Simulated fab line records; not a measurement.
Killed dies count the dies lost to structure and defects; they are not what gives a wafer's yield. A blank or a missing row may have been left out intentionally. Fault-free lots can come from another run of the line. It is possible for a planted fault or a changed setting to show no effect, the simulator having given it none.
Matching of chambers | flow nand harc | NHARC_P_M2_DESCUM_14 on rie diel-12 has 4 sister chambers
The step chemistry O2, time 3 s. 4 wafers are shown with their chamber, then 12 later ones without.

== EACH WAFER AND ITS CHAMBER ==
wafer  | chamber | showerhead plenum p Torr (Torr)
L091.3 | 2       | 2.04
L093.4 | 3       | 2.07
L094.2 | 0       | 1.78
L094.6 | 1       | 2.00

== WAFERS WITHOUT THEIR CHAMBER ==
wafer  | showerhead plenum p Torr (Torr)
L094.1 | 2.07
L094.3 | 2.04
L094.5 | 1.78
L095.3 | 2.04
L095.4 | 2.07
L095.5 | 2.07
L097.1 | 2.06
L097.2 | 1.78
L097.3 | 2.04
L097.4 | 2.00
L097.5 | 1.78
L097.6 | 2.00

== THE CHAMBER EACH PASSED THROUGH ==
wafer  | from the rows above | in truth
L094.1 | 3                   | 3
L094.3 | 2                   | 2
L094.5 | 0                   | 0
L095.3 | 2                   | 2
L095.4 | 3                   | 3
L095.5 | 3                   | 3
L097.1 | 3                   | 3
L097.2 | 0                   | 0
L097.3 | 2                   | 2
L097.4 | 1                   | 1
L097.5 | 0                   | 0
L097.6 | 1                   | 1
Placed correctly: 12 of 12. Not placeable from these rows: 0. Placed wrongly: 0.
How it was worked out, from the rows above alone: a wafer's distance from a chamber is the root of the sum, over the readings, of the square of ((its reading less the chamber's mean) divided by the reading's scatter). The wafer belongs to the nearest chamber; if the next one is less than 2 further off, it can't be placed. Each chamber's mean is taken over the wafers shown for it. The scatter: root of mean squared gap, hidden wafer to nearest shown wafer, with one shown wafer a chamber.
